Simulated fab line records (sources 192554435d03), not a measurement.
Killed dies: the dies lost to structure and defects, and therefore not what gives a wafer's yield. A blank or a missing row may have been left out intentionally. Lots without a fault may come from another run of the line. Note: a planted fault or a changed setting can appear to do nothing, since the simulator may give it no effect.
Split-lot trial + flow n5_finfet + 39 wafers read from 7 lots, route of 1938 steps

## ON THE SPLIT
At N5_BEOL_M1_DEP_57 (deposits SiCN from 3MS/NH3, target thk 8 nm, time 14 s), the setting target_thk_a was moved away from the recipe's 80 angstrom on 12 of the 39 wafers read, by -28.2% to +53.1%. The other wafers ran this setting at the recipe's value.

Reading taken at the split's own step.

## THE READING
SiCN_of_BEOL_M1_DEP_57.thk_nm (the simulator's own value, which no gauge read), in nm, at N5_BEOL_M1_DEP_57 (deposits SiCN from 3MS/NH3, target thk 8 nm, time 14 s). The file gives no usual value for it. The 27 wafers here that ran the recipe average 8.1 nm, standard deviation 0.15 nm.

| wafer  | tool, chamber at the split | target_thk_a as run, angstrom | against the recipe | SiCN_of_BEOL_M1_DEP_57.thk_nm, nm | against lot-mates on the recipe |
|--------|----------------------------|-------------------------------|--------------------|-----------------------------------|---------------------------------|
| L075.1 | pecvd-03, 0                | 80                            | recipe             | 8                                 | -                               |
| L075.2 | pecvd-03, 1                | 80                            | recipe             | 7.8                               | -                               |
| L075.3 | pecvd-03, 2                | 94.04                         | +17.5%             | 9.2                               | +1.2                            |
| L075.4 | pecvd-03, 0                | 80                            | recipe             | 8.2                               | -                               |
| L075.5 | pecvd-03, 1,2              | 94.04                         | +17.5%             | 9.4                               | +1.4                            |
| L075.6 | pecvd-03, 1,2              | 94.04                         | +17.5%             | 9.4                               | +1.4                            |
| L079.1 | pecvd-02, 2                | 122.5                         | +53.1%             | 12                                | +3.9                            |
| L079.2 | pecvd-02, 0,2              | 80                            | recipe             | 8                                 | -                               |
| L079.6 | pecvd-02, 0,2              | 80                            | recipe             | 8                                 | -                               |
| L079.3 | pecvd-02, 1                | 80                            | recipe             | 8.2                               | -                               |
| L079.4 | pecvd-02, 1                | 122.5                         | +53.1%             | 12.8                              | +4.7                            |
| L079.5 | pecvd-02, 0                | 122.5                         | +53.1%             | 12.4                              | +4.3                            |
| L082.1 | pecvd-03, 2,1              | 57.46                         | -28.2%             | 5.6                               | -2.5                            |
| L082.5 | pecvd-03, 2,1              | 57.46                         | -28.2%             | 5.6                               | -2.5                            |
| L082.2 | pecvd-03, 0                | 80                            | recipe             | 8                                 | -                               |
| L082.3 | pecvd-03, 1,0              | 80                            | recipe             | 8.2                               | -                               |
| L082.6 | pecvd-03, 1,0              | 80                            | recipe             | 8.2                               | -                               |
| L082.4 | pecvd-03, 2                | 57.46                         | -28.2%             | 6                                 | -2.1                            |
| L084.1 | pecvd-04, 1                | 80                            | recipe             | 8.4                               | -                               |
| L084.2 | pecvd-04, 2,0              | 80                            | recipe             | 8.2                               | -                               |
| L084.6 | pecvd-04, 2,0              | 80                            | recipe             | 8.2                               | -                               |
| L084.3 | pecvd-04, 0                | 105.5                         | +31.9%             | 10.6                              | +2.3                            |
| L084.4 | pecvd-04, 2,1              | 105.5                         | +31.9%             | 11                                | +2.7                            |
| L084.5 | pecvd-04, 2,1              | 105.5                         | +31.9%             | 11                                | +2.7                            |
| L086.1 | pecvd-04, 0                | 80                            | recipe             | 7.8                               | -                               |
| L086.6 | pecvd-04, 0                | 80                            | recipe             | 7.8                               | -                               |
| L086.2 | pecvd-04, 1,2              | 80                            | recipe             | 8                                 | -                               |
| L086.3 | pecvd-04, 1,2              | 80                            | recipe             | 8                                 | -                               |
| L086.4 | pecvd-04, 2,1              | 80                            | recipe             | 8.2                               | -                               |
| L086.5 | pecvd-04, 2,1              | 80                            | recipe             | 8.2                               | -                               |
| L092.1 | pecvd-02, 0,2,1,2          | 80                            | recipe             | 8                                 | -                               |
| L092.2 | pecvd-02, 0,2,1,2          | 80                            | recipe             | 8                                 | -                               |
| L092.3 | pecvd-02, 0,2,1,2          | 80                            | recipe             | 8                                 | -                               |
| L092.5 | pecvd-02, 0,2,1,2          | 80                            | recipe             | 8                                 | -                               |
| L092.4 | pecvd-02, 0,1              | 80                            | recipe             | 8.2                               | -                               |
| L092.6 | pecvd-02, 0,1              | 80                            | recipe             | 8.2                               | -                               |
| L097.1 | pecvd-04, 1                | 80                            | recipe             | 8.2                               | -                               |
| L097.6 | pecvd-04, 1                | 80                            | recipe             | 8.2                               | -                               |
| L097.2 | pecvd-04, 0                | 80                            | recipe             | 8                                 | -                               |
When a row names more than one chamber, that row covers several wafers, and the file does not tell which wafer ran in which chamber.

FIT RESULTS
A straight line over all 39 wafers: SiCN_of_BEOL_M1_DEP_57.thk_nm changes by +0.0824 nm for each +1% of target_thk_a; r = +0.99; the points scatter about the line by 0.19 nm.
The same after taking each lot's own level away (the mean of its wafers on the recipe; 39 wafers): +0.0821 nm for each +1%; r = +0.99; scatter 0.16 nm.
The reading moves by 4.4 nm for the largest change in target_thk_a, on that fit.
Measured against the standard deviation above, the lots' own levels, which go from 8.00 to 8.27 nm, span 1.8 times it.
Consequently the slope shifts little with the lot-to-lot level, the two slopes agreeing.
Check: for one of the wafers moved furthest among these (+53.1%), held out of the fit, the line's prediction against its lot-mates is +4.44 nm. Against them it came out at +3.93 nm.

## FURTHER SPLITS ON THESE WAFERS
Before the reading, these wafers also passed through other splits. Each is held against what the fit with the lots' levels taken away leaves over:
| other split on the same wafers             | wafers away from the commonest value | r with SiCN_of_BEOL_M1_DEP_57.thk_nm (lot level and that fit taken away) |
|--------------------------------------------|--------------------------------------|--------------------------------------------------------------------------|
| N5_FIN_SAQP_HM_DEP_03 time_s               | 12                                   | +0.05                                                                    |
| N5_SD_EPI_P_EPI_21 epi_growth_time_s       | 9                                    | +0.26                                                                    |
| N5_HKMG_FIN_CVD_62 time_s                  | 15                                   | -0.06                                                                    |
| N5_MOL_CONTACT_COAG_CONTACT_ETCH_14 time_s | 12                                   | -0.06                                                                    |
| N5_BEOL_M0_SAQP_ETCH_106 target_depth_a    | 15                                   | -0.05                                                                    |

## THE FILE'S OWN FIT
SiCN_of_BEOL_M1_DEP_57.thk_nm changes by +0.0818 nm for each +1% of target_thk_a, r = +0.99.
